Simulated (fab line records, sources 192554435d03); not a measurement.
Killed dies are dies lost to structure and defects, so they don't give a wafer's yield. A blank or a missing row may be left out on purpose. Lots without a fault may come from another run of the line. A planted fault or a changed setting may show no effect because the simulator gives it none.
fab line records | flow n5_finfet
record lots=7 wafers=18 last_day=17
route steps=1938 shown BEOL_M7@1284 BEOL_M15@1830 PASSIVATION@1936
lots that met no fault: from a run of the same line without faults
start_h: hours from the record's first day to the start of the lot's first wafer shown | wait_h: hours since the lot's step before | " the same as in the row above | L1.1+2: a row that stands for several wafers | - no value, or no start given | * or withheld: withheld | < > ~ a bound
route shown NAME@n: a module of which the file shows steps, and the number in the route of the first | usual: mean/standard deviation of fault-free wafers | same: alike in all rows | chamber/n: place in a boat | sites: the reading at each site | _std_site: their standard deviation | _edge_site: outer sites' mean less inner sites' | radius_mm: how far each site lies from the wafer's centre | mask NAME#n: copy n | behind: the tool/chamber that last shaped the wafer | hold: why the lot was held/for how many hours/how that ended | device: the transistor (n, p or np) that didn't switch | end of line: the same wafers' tests at the end of the route | a step without rows: its recipe alone | killed: dies lost to structure and defects at the first sort, not the wafer's yield | map: a wafer's dies, x killed, . not, _ none there
set.NAME: the setting as run; set.NAME@STEP: as run at that earlier step | model.NAME: the simulator's own value behind a step, which no gauge read
steps of the route over a sample of lots; a table a step, a row a wafer
services: from which hour (start_h, from the record's first day; less than 0 if before it) a tool's chamber was out of use, for how many hours, and why
## steps
# step N5_BEOL_M7_HM_OPEN_17
# recipe chemistry=Cl2/BCl3 target_depth_a=200 overetch_a=60 target=TiN mask_material=SOC ion_energy_ev=150 pressure_mtorr=10 icp_w=1000 bias_w=126 Cl2_flow_sccm=53.25 bcl3_flow_sccm=21.75 Ar_flow_sccm=25
# usual drypump_motor_current_A=5.6/0.54 oes_product_au=0.66/0.096 throttle_valve_pct=22.00/0.25
# columns lot.wafer tool chamber start_h wait_h drypump_motor_current_A oes_product_au rf_hours_counter_h throttle_valve_pct
L298.3 rie_metal-01 0 209.46 0.1 6.4 0.82 - 22.09
L298.4 " 1 " " 5.8 0.68 - 22.18
L298.6 " 0 " " 6.4 0.82 - 22.09
L301.2 rie_metal-01 0 229.16 0.0 6.4 0.79 3 22.09
L301.4 " 1 " " 5.9 0.67 - 22.21
L301.5 " 0 " " 6.4 0.79 - 22.09
L304.2 rie_metal-03 0 252.00 0.0 4.7 0.60 70 22.03
L304.4 " 1 " " 5.8 0.52 - 21.68
L304.5 " 0 " " 4.7 0.60 - 22.02
L305.2 rie_metal-01 1 252.13 0.0 5.9 0.68 31 22.21
L305.6 " 1 " " 5.9 0.66 - 22.21
L310.2 rie_metal-01 0 281.19 0.0 6.4 0.77 7 22.10
L310.6 " 0 " " 6.4 0.76 - 22.12
L311.2 rie_metal-03 1 283.88 0.0 5.8 0.53 113 21.66
L311.5 " 0 " " 4.7 0.59 - 22.04
L317.4 rie_metal-01 1 325.00 0.1 5.9 0.66 - 22.21
L317.5 " 1 " " 5.9 0.66 - 22.21
L317.6 " 0 " " 6.4 0.74 - 22.11
# step N5_BEOL_M7_TRENCH_ETCH_37
# recipe chemistry=C4F6/O2 target_depth_a=934.78 target=SiCOH_lowk time_s=31.2 ion_energy_ev=250 pressure_mtorr=30 source_w=345 bias_w=185 Ar_flow_sccm=300 C4F6_flow_sccm=10 O2_flow_sccm=10
# usual drypump_motor_current_A=5.6/0.47 oes_f_703_au=0.79/0.075 oes_o_777_au=0.79/0.08 oes_product_au=0.80/0.082 rf_vpp_V=666/20 run_length_s=54.6/0.48 showerhead_plenum_p_Torr=2.81/0.078 throttle_valve_pct=21.0/0.37
# columns lot.wafer tool chamber start_h wait_h drypump_motor_current_A oes_f_703_au oes_o_777_au oes_product_au rf_hours_counter_h rf_vpp_V run_length_s showerhead_plenum_p_Torr throttle_valve_pct
L298.3 rie_diel-06 3 210.56 - 5.3 0.76 0.75 0.73 179 649 54.8 2.73 21.3
L298.4 " 3 " " 5.3 0.76 0.75 0.73 - 650 54.8 2.73 21.3
L298.6 " 2 " " 4.8 0.87 0.86 0.91 - 660 55.4 2.94 20.8
L301.2 rie_diel-06 0 230.34 - 5.4 0.82 0.83 0.83 74 673 54.0 2.76 21.1
L301.4 " 3 " " 5.3 0.76 0.74 0.73 - 649 54.3 2.73 21.3
L301.5 " 3 " " 5.3 0.75 0.75 0.73 - 649 54.4 2.73 21.3
L304.2 rie_diel-04 2 253.27 - 6.1 0.67 0.66 0.67 242 665 55.2 2.93 21.4
L304.4 " 3 " " 5.3 0.69 0.72 0.69 230 674 54.4 2.95 21.0
L304.5 " 0 " " 5.6 0.92 0.94 0.91 - 650 54.4 2.79 21.0
L305.2 rie_diel-06 2 254.16 - 4.8 0.85 0.83 0.88 23 658 64.1 2.94 20.8
L305.6 " 2 " " 4.8 0.85 0.84 0.87 - 660 63.8 2.94 20.8
L310.2 rie_diel-06 2 282.68 - 4.8 0.84 0.82 0.87 32 659 63.7 2.94 20.8
L310.6 " 1 " " 5.1 0.86 0.89 0.93 - 694 62.8 3.02 20.7
L311.2 rie_diel-06 1 284.99 - 5.1 0.86 0.88 0.93 16 693 62.3 3.02 20.7
L311.5 " 0 " " 5.3 0.80 0.81 0.80 - 671 54.0 2.75 21.1
L317.4 rie_diel-02 1 325.91 - 5.9 0.81 0.82 0.79 116 637 55.2 2.74 20.7
L317.5 " 1 " " 5.9 0.81 0.81 0.79 - 637 55.3 2.74 20.6
L317.6 " 2 " " 5.8 0.86 0.85 0.92 - 677 54.4 2.78 20.4
# step N5_BEOL_M7_OCD_MEAS_38
# usual trench_depth_nm=93.0/1.5
# columns lot.wafer tool chamber start_h wait_h trench_depth_nm
L298.3 ocd-02 - 210.72 - 93.5
L298.4 " - " " 94.1
L298.6 " - " " 92.0
L301.2 ocd-02 - 230.56 - 92.1
L301.4 " - " " 94.5
L301.5 " - " " 94.3
L304.2 ocd-02 - 253.43 - 91.1
L304.4 " - " " 90.7
L304.5 " - " " 91.1
L305.2 ocd-02 - 254.32 - 115.1
L305.6 " - " " 114.5
L310.2 ocd-01 - 282.84 - 115.1
L310.6 " - " " 121.0
L311.2 ocd-02 - 285.15 - 119.7
L311.5 " - " " 92.3
L317.4 ocd-01 - 326.07 - 94.6
L317.5 " - " " 94.3
L317.6 " - " " 94.1
# step N5_BEOL_M7_CURE_75
# recipe temp_c=370 time_s=120 ambient=DMADMS/He material=SiCOH_lowk
# usual lamp_power_pct=52.32/0.053 wafer_temp_C_max=371.9/0.54
# columns lot.wafer tool chamber start_h wait_h lamp_power_pct wafer_temp_C_max
L298.3 uv_cure-02 2 211.01 0.1 52.26 372.0
L298.4 " 2 " " 52.27 372.4
L298.6 " 2 " " 52.39 373.5
L301.2 uv_cure-03 2 230.87 0.2 52.44 370.8
L301.4 " 2 " " 52.36 371.4
L301.5 " 2 " " 52.33 371.3
L304.2 uv_cure-03 0 253.67 0.1 52.31 371.0
L304.4 " 0 " " 52.39 371.2
L304.5 " 0 " " 52.39 372.4
L305.2 uv_cure-01 0 254.57 0.1 52.27 373.0
L305.6 " 0 " " 52.31 371.9
L310.2 uv_cure-01 2 283.09 0.1 52.31 372.5
L310.6 " 2 " " 52.35 372.2
L311.2 uv_cure-03 1 285.44 0.1 52.34 371.9
L311.5 " 1 " " 52.42 371.8
L317.4 uv_cure-01 2 326.41 0.2 52.36 372.5
L317.5 " 2 " " 52.36 372.3
L317.6 " 2 " " 52.34 373.1
# step N5_BEOL_M7_SURFACE_TREAT_79
# recipe gas=Ar time_s=* ion_energy_ev=* ion_current_ma_cm2=0.5 pressure_mtorr=* ar_flow_sccm=30
# usual throttle_valve_pct=*
# columns lot.wafer tool chamber start_h wait_h throttle_valve_pct
L298.3 pvd_sputter-01 - 212.71 0.2 *
L298.4 " - " " *
L298.6 " - " " *
L301.2 pvd_sputter-02 - 233.39 0.2 *
L301.4 " - " " *
L301.5 " - " " *
L304.2 pvd_sputter-02 - 254.95 0.2 *
L304.4 " - " " *
L304.5 " - " " *
L305.2 pvd_sputter-02 - 255.39 0.2 *
L305.6 " - " " *
L310.2 pvd_sputter-02 - 283.81 0.2 *
L310.6 " - " " *
L311.2 pvd_sputter-02 - 286.29 0.2 *
L311.5 " - " " *
L317.4 pvd_sputter-01 - 327.27 0.2 *
L317.5 " - " " *
L317.6 " - " " *
# step N5_BEOL_M7_THK_MEAS_53
# recipe thk_meas_gauge=xrf reads=Cu_of_BEOL_M7_ECD_50
# usual M7_THK=78.2/2.1
# columns lot.wafer tool chamber start_h wait_h M7_THK[nm]
L298.3 film_metro-02 - 213.69 - 81.0
L298.4 " - " " 82.4
L298.6 " - " " 78.9
L301.2 film_metro-01 - 234.88 0.2 75.4
L301.4 " - " " 78.8
L301.5 " - " " 80.6
L304.2 film_metro-02 - 256.19 - 77.3
L304.4 " - " " 76.4
L304.5 " - " " 77.2
L305.2 film_metro-02 - 258.19 - 100.8
L305.6 " - " " 100.6
L310.2 film_metro-02 - 285.55 - 99.9
L310.6 " - " " 104.6
L311.2 film_metro-02 - 287.30 - 107.1
L311.5 " - " " 77.9
L317.4 film_metro-02 - 328.82 - 80.1
L317.5 " - " " 80.1
L317.6 " - " " 78.0
# step N5_BEOL_M7_RS_MEAS_57
# recipe thk_meas_gauge=four-point-probe reads=Cu_of_BEOL_M7_ECD_50+Co_of_BEOL_M7_CVD_78+TaN_of_BEOL_M7_ALD_77
# usual M7_RS=0.292/0.0091
# columns lot.wafer tool chamber start_h wait_h M7_RS[ohm/sq]
L298.3 film_metro-01 - 213.85 0.1 0.286
L298.4 " - " " 0.279
L298.6 " - " " 0.296
L301.2 film_metro-02 - 235.04 0.1 0.297
L301.4 " - " " 0.285
L301.5 " - " " 0.276
L304.2 film_metro-02 - 256.32 0.1 0.297
L304.4 " - " " 0.301
L304.5 " - " " 0.296
L305.2 film_metro-02 - 258.35 0.1 0.219
L305.6 " - " " 0.221
L310.2 film_metro-02 - 285.68 0.1 0.221
L310.6 " - " " 0.212
L311.2 film_metro-01 - 287.43 0.1 0.203
L311.5 " - " " 0.293
L317.4 film_metro-01 - 328.95 0.0 0.284
L317.5 " - " " 0.284
L317.6 " - " " 0.294
# step N5_BEOL_M15_RC_MEAS_101
# usual COMB_M10=1.42e-11/2.9e-12 COMB_M11=1.5e-11/3.1e-12 COMB_M12=6.8e-12/1.3e-12 COMB_M13=5.1e-12/1.1e-12 COMB_M14=3.7e-12/8.8e-13 COMB_M15=2.7e-12/6.4e-13 COMB_M15_max_site=3.8e-12/9.3e-13 COMB_M5=3.7e-11/8.3e-12 COMB_M6=2.5e-11/4.8e-12 COMB_M8=2.7e-11/5.2e-12 COMB_M9=1.5e-11/3.1e-12 SERP_M10=3.03/0.11 SERP_M11=3.09/0.085 SERP_M12=0.624/0.02 SERP_M13=0.308/0.0087 SERP_M14=0.156/0.0058 SERP_M5=40.3/2.2 SERP_M5_max_site=41.7/2.4 SERP_M6=13.5/0.73 SERP_M7=14.3/0.75 SERP_M7_max_site=14.9/0.81 SERP_M8=13.8/0.71 SERP_M9=3.07/0.085
# columns lot.wafer tool chamber start_h wait_h COMB_M10[S/m] COMB_M11[S/m] COMB_M12[S/m] COMB_M13[S/m] COMB_M14[S/m] COMB_M15[S/m] COMB_M15_max_site[S/m] COMB_M5[S/m] COMB_M6[S/m] COMB_M8[S/m] COMB_M9[S/m] SERP_M10[ohm/um] SERP_M11[ohm/um] SERP_M12[ohm/um] SERP_M13[ohm/um] SERP_M14[ohm/um] SERP_M5[ohm/um] SERP_M5_max_site[ohm/um] SERP_M6[ohm/um] SERP_M7[ohm/um] SERP_M7_max_site[ohm/um] SERP_M8[ohm/um] SERP_M9[ohm/um]
L298.3 prober-02 0 286.86 0.3 1.34e-11 1.6e-11 7.1e-12 5e-12 4.5e-12 2.3e-12 3.6e-12 4e-11 2.8e-11 1.8e-11 1.4e-11 2.96 2.93 0.603 0.295 0.146 42.8 43.9 12.7 14.3 14.9 15.1 3.17
L298.4 " 0 " " 1.9e-11 1.1e-11 6.7e-12 5e-12 4.2e-12 2.7e-12 3.7e-12 5.1e-11 1.9e-11 1.9e-11 1.6e-11 3.02 2.98 0.607 0.312 0.146 39.1 41.2 13.3 14.1 14.6 14.8 3.20
L298.6 " 0 " " 1.66e-11 2.2e-11 5.2e-12 6.2e-12 3.6e-12 2.8e-12 3.6e-12 3.3e-11 2e-11 3.3e-11 1.2e-11 3.07 3.13 0.605 0.300 0.154 38.9 39.6 12.9 14.4 15.4 14.5 3.27
L301.2 prober-01 0 309.40 0.2 1.64e-11 1.1e-11 6.4e-12 5.1e-12 2.5e-12 2.5e-12 3.6e-12 3.6e-11 2.8e-11 2.5e-11 1.8e-11 2.93 3.11 0.656 0.303 0.155 38.5 40.3 14.0 14.6 15.1 13.9 3.16
L301.4 " 0 " " 1.34e-11 1.3e-11 8.9e-12 4e-12 2.3e-12 2.8e-12 3.6e-12 4e-11 3e-11 2.1e-11 2e-11 3.01 3.08 0.633 0.316 0.158 41.7 44.0 14.0 14.0 14.4 12.5 3.11
L301.5 " 0 " " 1.39e-11 1.3e-11 5.1e-12 3.3e-12 2.1e-12 3.4e-12 3.9e-12 3e-11 3.5e-11 2e-11 2.1e-11 3.00 3.06 0.640 0.302 0.149 42.5 43.4 14.2 13.5 14.3 13.8 3.06
L304.2 prober-02 0 318.34 0.2 1.78e-11 1.4e-11 7.5e-12 6.1e-12 3.6e-12 3.8e-12 4.6e-12 4.8e-11 3e-11 2.7e-11 1.7e-11 2.99 3.02 0.590 0.303 0.157 39.5 41.3 14.0 14.0 14.6 12.8 2.99
L304.4 " 0 " " 1.4e-11 1.8e-11 8.3e-12 6.2e-12 4.4e-12 3.1e-12 4.3e-12 4.9e-11 2.6e-11 2.8e-11 1.4e-11 2.96 3.08 0.596 0.311 0.152 43.1 44.8 12.6 14.5 15.0 13.3 3.15
L304.5 " 0 " " 1.3e-11 1.4e-11 7.5e-12 5.7e-12 3.5e-12 3.8e-12 5.3e-12 5.4e-11 2.7e-11 3.1e-11 1.8e-11 2.84 3.07 0.598 0.322 0.151 41.5 42.6 14.5 14.4 15.2 13.7 3.04
L305.2 prober-01 0 318.63 0.2 1.29e-11 1.4e-11 6.1e-12 5.1e-12 3.1e-12 1.8e-12 3.1e-12 4.7e-11 2.1e-11 3e-11 1.3e-11 3.02 2.99 0.632 0.304 0.156 37.7 40.8 14.0 10.9 11.2 15.0 3.06
L305.6 " 0 " " 1.3e-11 1.1e-11 6.5e-12 6.4e-12 2.9e-12 2.2e-12 4.9e-12 3.8e-11 2.3e-11 3.1e-11 1.5e-11 3.00 3.05 0.640 0.306 0.161 41.8 43.3 13.0 11.1 11.3 14.7 3.08
L310.2 prober-01 0 347.25 0.2 1.3e-11 1.8e-11 9.3e-12 3.9e-12 3.7e-12 1.8e-12 2.7e-12 3.6e-11 2.1e-11 2.3e-11 1.4e-11 3.05 3.16 0.636 0.298 0.152 42.8 44.5 14.8 11.7 12.0 14.4 3.03
L310.6 " 0 " " 1.65e-11 1.6e-11 9.1e-12 4.7e-12 2.4e-12 2.5e-12 4.2e-12 2.7e-11 3.5e-11 2.7e-11 1.2e-11 3.10 3.11 0.609 0.310 0.175 40.9 42.6 14.1 11.1 11.8 14.0 3.08
L311.2 prober-02 0 350.58 0.2 1.21e-11 1.1e-11 1.01e-11 5.2e-12 3.2e-12 2.7e-12 3.2e-12 3.8e-11 2.4e-11 2.5e-11 1.5e-11 2.91 3.06 0.636 0.318 0.151 36.5 38.2 13.7 10.5 10.8 12.9 3.07
L311.5 " 0 " " 1.16e-11 2e-11 9.2e-12 4e-12 3.3e-12 4e-12 6.3e-12 4.1e-11 3.1e-11 2.8e-11 1.7e-11 3.08 3.05 0.631 0.297 0.152 38.2 40.1 13.7 13.8 14.1 14.2 3.03
L317.4 prober-02 0 386.95 0.5 1.28e-11 1.3e-11 8.1e-12 5.1e-12 4.2e-12 2.6e-12 3.3e-12 3e-11 2.1e-11 3.5e-11 1.2e-11 2.91 3.09 0.624 0.313 0.165 40.0 40.9 13.9 13.1 13.8 14.4 2.97
L317.5 " 0 " " 1.68e-11 1.6e-11 5.7e-12 5.2e-12 4.6e-12 3.1e-12 5.1e-12 2.9e-11 2.7e-11 2.1e-11 1.5e-11 3.04 3.11 0.624 0.307 0.164 37.1 38.4 13.7 13.9 14.2 13.5 2.94
L317.6 " 0 " " 1.77e-11 1.3e-11 7.6e-12 5.4e-12 5.9e-12 2.9e-12 3.7e-12 4.3e-11 1.6e-11 2.8e-11 1.3e-11 2.93 3.08 0.591 0.299 0.152 41.0 41.8 12.9 15.2 16.5 14.1 3.01
# sites SERP_M7 radius_mm=0,75,75,75,75,140,140,140,140
L298.3 13.7 14.1 14.1 14.2 14.3 14.7 14.9 14.9 14.6
L301.2 14.6 14.6 14.6 15.1 14.9 14.3 13.9 14.7 14.0
L304.2 14.5 14.3 14.3 14.0 14.6 13.8 13.5 13.6 13.7
L305.2 11.2 10.9 11.1 10.8 10.8 11.1 10.9 10.7 11.2
L310.2 11.3 11.7 11.7 11.6 11.7 11.6 12.0 11.5 11.7
L311.2 10.5 10.5 10.8 10.7 10.6 10.0 10.2 10.0 10.5
L317.4 12.8 13.6 13.3 13.5 13.1 13.1 13.0 13.8 13.1
# step N5_PASSIVATION_PROBE_49
# usual defect_limited_yield=90.5/1.7 killed_at_M0_to_M3=37/12 killed_at_M4_up=14/5.2 killed_at_contacts=12/5.9 killed_at_front_end=45/14 killed_at_other=3.5/2.8 killed_dies=112/21 killed_open=73/15 killed_short=36/8.9 sort_bin_5_function=5.6/1.2 sort_bin_6_memory=3.5/0.68 sort_n_pass=1068/21 sort_yield_pct=90.5/1.8
# same gross_dies=1180 killed_at_back_side=0 sort_bin_4_leakage[%]=0 sort_bin_8_speed[%]=0
# columns lot.wafer tool chamber start_h wait_h defect_limited_yield[%] killed_at_M0_to_M3 killed_at_M4_up killed_at_contacts killed_at_front_end killed_at_other killed_dies killed_open killed_short sort_bin_5_function[%] sort_bin_6_memory[%] sort_n_pass sort_yield_pct[%]
L298.3 prober-02 - 301.02 0.1 91.2 26 22 7 48 1 104 55 46 5.2 3.2 1076 91.2
L298.4 prober-02 - 301.07 0.2 91.2 32 22 3 46 1 104 58 43 4.3 4.2 1076 91.2
L298.6 prober-02 - 301.17 0.3 93.1 25 18 4 30 4 81 50 30 3.8 2.7 1099 93.1
L301.2 prober-01 - 322.17 0.1 90.1 36 25 15 37 4 117 76 36 5.6 3.8 1063 90.1
L301.4 prober-01 - 322.27 0.2 89.2 32 25 18 52 1 128 74 49 5.8 4.2 1052 89.2
L301.5 prober-01 - 322.32 0.2 89.9 45 13 12 45 4 119 74 44 5.9 3.7 1061 89.9
L305.2 prober-02 - 332.77 0.1 91.9 41 15 5 35 0 96 67 24 4.5 3.3 1084 91.9
L305.6 prober-02 - 332.97 0.3 92.5 29 27 7 24 2 89 68 18 4.3 3.1 1091 92.5
L304.2 prober-02 - 336.67 0.1 90.4 32 22 13 43 3 113 76 29 5.7 3.7 1067 90.4
L304.4 prober-02 - 336.77 0.2 89.7 29 13 19 58 3 122 79 37 6.7 3.6 1058 89.7
L304.5 prober-02 - 336.82 0.2 92.5 37 9 7 33 2 88 61 22 4.7 2.4 1092 92.5
L311.2 prober-02 - 367.76 0.1 88.8 32 13 7 72 8 132 84 46 7.0 3.8 1048 88.8
L311.5 prober-02 - 367.91 0.2 86.6 47 15 11 82 3 158 110 47 8.2 4.6 1022 86.6
L310.2 prober-01 - 367.94 0.1 91.5 27 17 10 46 0 100 69 30 4.8 3.4 1080 91.5
L310.6 prober-01 - 368.14 0.3 91.9 21 18 11 39 6 95 62 28 4.2 3.3 1085 91.9
L317.4 prober-01 - 402.14 0.2 91.7 26 14 9 46 3 98 63 34 4.9 2.9 1082 91.7
L317.5 prober-01 - 402.19 0.2 92.2 29 21 5 33 4 92 57 32 5.1 2.5 1088 92.2
L317.6 prober-01 - 402.24 0.3 92.4 23 11 11 40 5 90 61 26 4.4 3.1 1090 92.4
# killed by level:class
L298.3 BEOL_M0_SAQP:geometric_particle:short=8 FIN_SAQP:geometric_particle:short=7 STI_FIN_REVEAL:geometric_particle:open=7 GATE_CUT:geometric_particle:short=7 FIN_SAQP:geometric_particle:open=6 STI_FIN_REVEAL:geometric_particle:short=5 DUMMY_GATE:geometric_particle:open=5 BEOL_M4:geometric_particle:open=5
L298.4 FIN_SAQP:geometric_particle:short=10 BEOL_M3:geometric_particle:open=9 STI_FIN_REVEAL:geometric_particle:open=8 BEOL_M1:geometric_particle:open=6 FIN_SAQP:geometric_particle:open=5 GATE_CUT:geometric_particle:short=5 GATE_CUT:geometric_particle:open=4 BEOL_M0_SAQP:geometric_particle:short=4
L298.6 BEOL_M2:geometric_particle:open=13 BEOL_M4:geometric_particle:open=8 FIN_SAQP:geometric_particle:short=5 FIN_SAQP:geometric_particle:open=4 ILD0:geometric_particle:short=4 GATE_CUT:geometric_particle:short=4 BEOL_M3:geometric_particle:short=4 STARTING-WAFER:geometric_particle:open=4
L301.2 BEOL_M2:geometric_particle:open=13 BEOL_M4:geometric_particle:open=13 MOL_CONTACT_COAG:geometric_particle:open=11 FIN_SAQP:geometric_particle:open=10 BEOL_M0_SAQP:geometric_particle:short=8 STI_FIN_REVEAL:geometric_particle:open=7 BEOL_M0_SAQP:geometric_particle:open=6 GATE_CUT:geometric_particle:open=5
L301.4 FIN_SAQP:geometric_particle:open=12 STI_FIN_REVEAL:geometric_particle:open=12 MOL_CONTACT_COAG:geometric_particle:open=11 BEOL_M3:geometric_particle:short=10 BEOL_M4:geometric_particle:open=9 FIN_SAQP:geometric_particle:short=8 MOL_CONTACT_COAG:geometric_particle:short=7 BEOL_M0_SAQP:geometric_particle:open=6
L301.5 FIN_SAQP:geometric_particle:open=11 BEOL_M0_SAQP:geometric_particle:short=11 MOL_CONTACT_COAG:geometric_particle:open=9 BEOL_M0_SAQP:geometric_particle:open=9 FIN_SAQP:geometric_particle:short=8 STI_FIN_REVEAL:geometric_particle:open=8 BEOL_M2:geometric_particle:open=6 BEOL_M3:geometric_particle:open=6
L305.2 BEOL_M0_SAQP:geometric_particle:open=8 BEOL_M2:geometric_particle:open=8 STI_FIN_REVEAL:geometric_particle:open=7 BEOL_M0_SAQP:geometric_particle:short=7 BEOL_M3:geometric_particle:open=6 FIN_SAQP:geometric_particle:short=5 BEOL_M4:geometric_particle:open=5 STARTING-WAFER:geometric_particle:open=5
L305.6 BEOL_M4:geometric_particle:open=15 BEOL_M2:geometric_particle:open=14 STI_FIN_REVEAL:geometric_particle:open=7 FIN_SAQP:geometric_particle:open=4 MOL_CONTACT_COAG:geometric_particle:short=4 BEOL_M1:geometric_particle:open=4 DUMMY_GATE:geometric_particle:open=3 MOL_CONTACT_COAG:geometric_particle:open=3
L304.2 STI_FIN_REVEAL:geometric_particle:open=20 MOL_CONTACT_COAG:geometric_particle:open=11 BEOL_M0_SAQP:geometric_particle:short=8 BEOL_M0_SAQP:geometric_particle:open=7 BEOL_M4:geometric_particle:open=7 DUMMY_GATE:geometric_particle:open=5 GATE_CUT:geometric_particle:short=5 BEOL_M1:geometric_particle:open=4
L304.4 STI_FIN_REVEAL:geometric_particle:open=19 FIN_SAQP:geometric_particle:open=14 MOL_CONTACT_COAG:geometric_particle:open=11 FIN_SAQP:geometric_particle:short=8 BEOL_M3:geometric_particle:open=8 MOL_CONTACT_COAG:geometric_particle:short=7 DUMMY_GATE:geometric_particle:open=5 BEOL_M0_SAQP:geometric_particle:short=5
L304.5 FIN_SAQP:geometric_particle:open=12 BEOL_M0_SAQP:geometric_particle:open=7 BEOL_M0:geometric_particle:open=7 BEOL_M2:geometric_particle:open=5 BEOL_M3:geometric_particle:open=5 DUMMY_GATE:geometric_particle:open=4 GATE_CUT:geometric_particle:short=4 BEOL_M0_SAQP:geometric_particle:short=4
L311.2 FIN_SAQP:geometric_particle:open=17 GATE_CUT:geometric_particle:short=14 STI_FIN_REVEAL:geometric_particle:open=14 BEOL_M2:geometric_particle:open=11 GATE_CUT:geometric_particle:open=9 BEOL_M0_SAQP:geometric_particle:short=9 BEOL_M4:geometric_particle:open=7 STI_FIN_REVEAL:geometric_particle:short=7
L311.5 STI_FIN_REVEAL:geometric_particle:open=23 FIN_SAQP:geometric_particle:open=19 BEOL_M0_SAQP:geometric_particle:open=14 MOL_CONTACT_COAG:geometric_particle:open=10 BEOL_M0_SAQP:geometric_particle:short=9 DUMMY_GATE:geometric_particle:open=8 BEOL_M2:geometric_particle:open=8 BEOL_M4:geometric_particle:open=7
L310.2 MOL_CONTACT_COAG:geometric_particle:open=10 BEOL_M0_SAQP:geometric_particle:short=7 BEOL_M0_SAQP:geometric_particle:open=7 STARTING-WAFER:geometric_particle:open=7 FIN_SAQP:geometric_particle:open=6 STI_FIN_REVEAL:geometric_particle:open=6 DUMMY_GATE:geometric_particle:open=6 BEOL_M4:geometric_particle:open=5
L310.6 FIN_SAQP:geometric_particle:open=10 MOL_CONTACT_COAG:geometric_particle:open=10 FIN_SAQP:geometric_particle:short=6 STI_FIN_REVEAL:geometric_particle:open=6 BEOL_M4:geometric_particle:open=6 BEOL_M6:geometric_particle:open=6 BEOL_M0_SAQP:geometric_particle:short=5 BEOL_M2:geometric_particle:short=5
L317.4 STI_FIN_REVEAL:geometric_particle:open=11 MOL_CONTACT_COAG:geometric_particle:open=8 BEOL_M0_SAQP:geometric_particle:open=7 BEOL_M4:geometric_particle:open=7 FIN_SAQP:geometric_particle:open=6 STARTING-WAFER:geometric_particle:short=6 STI_FIN_REVEAL:geometric_particle:short=4 BEOL_M0:geometric_particle:open=4
L317.5 STI_FIN_REVEAL:geometric_particle:open=8 BEOL_M0_SAQP:geometric_particle:open=7 GATE_CUT:geometric_particle:short=6 BEOL_M0_SAQP:geometric_particle:short=5 BEOL_M4:geometric_particle:open=5 BEOL_M5:geometric_particle:open=5 MOL_CONTACT_COAG:geometric_particle:open=4 STARTING-WAFER:geometric_particle:open=4
L317.6 STI_FIN_REVEAL:geometric_particle:open=10 MOL_CONTACT_COAG:geometric_particle:open=10 BEOL_M0:geometric_particle:open=7 DUMMY_GATE:geometric_particle:open=5 STI_FIN_REVEAL:geometric_particle:short=4 ILD0:geometric_particle:open=4 FIN_SAQP:geometric_particle:open=3 GATE_CUT:geometric_particle:open=3
## services
# columns tool chamber start_h hours kind
uv_cure-03 - 186.40 2.1 pm
rie_diel-04 0 186.86 - clean
rie_diel-04 0 186.86 - consumable_replace:focus_ring
rie_diel-04 0 186.86 14.6 scheduled_down
rie_diel-04 0 186.86 14.6 vent_cycle
rie_diel-02 3 191.84 6.5 repair
rie_diel-04 2 198.53 2.8 repair
rie_metal-03 1 200.76 2.8 repair
rie_diel-06 2 218.19 13.6 repair
rie_diel-06 0 220.16 6.2 repair
rie_diel-02 3 243.66 9.1 repair
rie_diel-02 2 249.10 3.6 repair
rie_diel-02 2 265.88 - clean
rie_diel-06 - 266.11 2.8 pm
rie_diel-04 0 266.58 4.5 repair
uv_cure-02 - 267.85 9.5 repair
uv_cure-03 - 280.33 3.0 repair
pvd_sputter-02 - 288.91 7.9 repair
uv_cure-01 - 298.16 1.0 pm
pvd_sputter-02 - 303.50 6.2 repair
rie_metal-03 1 308.28 - clean
rie_metal-03 1 308.28 16.1 scheduled_down
rie_metal-03 1 308.28 16.1 vent_cycle
uv_cure-02 - 318.10 1.0 pm
## key
first_sign step=N5_BEOL_M7_TRENCH_ETCH_37 reading=run_length_s direction=up sigmas=18 usual=* struck=*
effect step=N5_BEOL_M7_OCD_MEAS_38 reading=trench_depth_nm direction=up sigmas=16 usual=93.0 struck=117.1
effect step=N5_BEOL_M7_THK_MEAS_53 reading=M7_THK direction=up sigmas=11 usual=78.2 struck=102.6
effect step=N5_BEOL_M7_RS_MEAS_57 reading=M7_RS direction=down sigmas=8.5 usual=0.292 struck=0.215
effect step=N5_BEOL_M15_RC_MEAS_101 reading=SERP_M7 direction=down sigmas=4.3 usual=14.3 struck=11.1
met_at N5_BEOL_M7_TRENCH_ETCH_37
struck_lots L305,L310,L311
struck_wafers L305.2,L305.6,L310.2,L310.6,L311.2
not_acting_at N5_BEOL_M7_HM_OPEN_17,N5_BEOL_M7_CURE_75,N5_BEOL_M7_SURFACE_TREAT_79
onset_between 230.34 254.16
fault kind=process_parameter_drift tool=rie_diel-06 chamber=- onset_h=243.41 steps=N5_BEOL_M7_TRENCH_ETCH_37 channel=time_s offset=* shape=step end_h=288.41 scope=struck_wafers_only acts_in=* stated=*
